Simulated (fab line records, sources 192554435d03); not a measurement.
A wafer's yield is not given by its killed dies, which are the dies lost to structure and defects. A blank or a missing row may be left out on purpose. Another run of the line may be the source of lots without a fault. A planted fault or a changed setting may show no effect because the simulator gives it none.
A lot that was struck, set against a sound lot + flow n5Finfet + 36 steps out of a route of 1938
Sound: these wafers, L569.2, L569.3, L569.6. Wafers L570.1, L570.3, L570.5 were the ones struck. Last of all comes the cause.
At each step with rows: each side's tool, then ch and its chambers, then its first start. Under that, the readings that differ: sound wafers + struck wafers + difference of the means + sigmas: that difference in standard deviations of wafers without a fault.
alike: words and numbers the same on both sides, and readings whose means are apart by under 2 such deviations; not compared: readings that were withheld, readings missing a value for some wafer, numbers with overlapping values and no deviation given by the record, and bounds like >300 which may hide the same value.
A row with sigmas, a row that says differs or no value, or rows on one side alone: a step with any of these is where the two part. Numbers that have no deviation but don't overlap get no sigmas and don't part them. A reading missing from all wafers of one side parts the sides only when that side holds two or more wafers.

first, 9 steps without rows for these wafers: N5_BEOL_M4_ANNEAL_95 (time 240 s); N5_BEOL_M4_SPUTTER_96 (material Cu, target thk 4.5 nm, time 8.29 s); N5_BEOL_M4_ECD_50 (material Cu, target thk 300 nm); N5_BEOL_M4_ANNEAL_51 (time 90 s); N5_BEOL_M4_CMP_52 (polishes, stops on SiOC, t overpolish 6.8 s, target thk 40 nm); N5_BEOL_M4_PRE_CLEAN_60 (time 15 s); N5_BEOL_M4_CO_CAP_55 (material Co, precursor CCTBA/H2, target thk 2 nm, time 102.1 s); N5_BEOL_M4_PRE_CLEAN_56 (time 15 s); N5_BEOL_M4_DEP_57 (deposits SiCN from 3MS/NH3, target thk 8 nm, time 14 s).
N5_BEOL_M4_RC_MEAS_101:
  sound on prober-02 ch 0, day 13 10:44; struck on prober-01 ch 0, day 13 08:31
  alike: DIBL_N, DIBL_P, IOFF_N, IOFF_P, ION_N, ION_P, SS_N, SS_P, VT_N, VT_P
then, 24 steps without rows for these wafers: N5_BEOL_M5_ILD_DEP_00 (deposits SiCOH lowk from DEMS/porogen, target thk 140.64 nm, time 25.9 s); N5_BEOL_M5_CURE_79 (cures SiCOH lowk, time 240 s); N5_BEOL_M5_PECVD_70 (deposits SiO2 from TEOS/O2, target thk 16 nm, time 18 s); N5_BEOL_M5_HM_DEP_02 (deposits TiN, target thk 20 nm); N5_BEOL_M5_COAT_59 (time 60 s, resist thk 60 nm); N5_BEOL_M5_COAT_60 (time 60 s, resist thk 12 nm); N5_BEOL_M5_COAT_71 (time 60 s, resist thk 5 nm); N5_BEOL_M5_COAT_05 (resist thk 30 nm); N5_BEOL_M5_EBR_07; N5_BEOL_M5_SOFTBAKE_06 (time 60 s); N5_BEOL_M5_EXPOSE_08 (exposes mask M5, target cd 28 nm); N5_BEOL_M5_PEB_09 (peb time 60 s); N5_BEOL_M5_DEVELOP_10 (develop time 30 s); N5_BEOL_M5_DESCUM_16 (chemistry O2, time 7 s); N5_BEOL_M5_ETCH_72 (etches underlayer in N2/H2, target depth 6.5 nm, time 5.2 s); N5_BEOL_M5_ETCH_61 (etches SiARC in CF4, target depth 15.6 nm, time 26 s); N5_BEOL_M5_ETCH_62 (etches SOC in N2/H2, target depth 75 nm, overetch 15 nm, time 112.5 s); N5_BEOL_M5_STRIP_63 (strips in N2/H2); N5_BEOL_M5_STRIP_73 (strips in N2/H2); N5_BEOL_M5_STRIP_64 (strips in CF4); N5_BEOL_M5_HM_OPEN_17 (chemistry Cl2/BCl3, target TiN, target depth 20 nm, overetch 6 nm); N5_BEOL_M5_STRIP_19 (strips in O2); N5_BEOL_M5_COAT_65 (time 60 s, resist thk 60 nm); N5_BEOL_M5_COAT_66 (time 60 s, resist thk 12 nm).
-- the record jumps here: 4 days lie between the struck wafers' starts before and after (it left off in module BEOL_M5 and takes up again in module MIM_TOP_ETCH, whose first step shown is number 1852 of the route) --
N5_MIM_TOP_ETCH_STRIP_01: strips in O2.
  sound on rieDiel-02 ch 2,3, day 17 15:42; struck on rieDiel-04 ch 1,3, day 17 15:31
  no value came back on the struck wafers for any of 7 readings (biasPowerW (W), chamberPressureMTorr (mTorr) and others); on the sound wafers biasPowerW (W) reads 0 0 0
  not compared: rfHoursCounterH, model.coat_of_MIM_TOP_LITHO_COAT_02.thkNm
N5_PASSIVATION_PROBE_49:
  record: rows for the struck wafers here (prober-02, day 18 00:17), none for the sound ones

== WHERE THEY PART ==
At N5_MIM_TOP_ETCH_STRIP_01 first; at N5_PASSIVATION_PROBE_49 last (within this record only).

WHY: the cause the simulator had injected
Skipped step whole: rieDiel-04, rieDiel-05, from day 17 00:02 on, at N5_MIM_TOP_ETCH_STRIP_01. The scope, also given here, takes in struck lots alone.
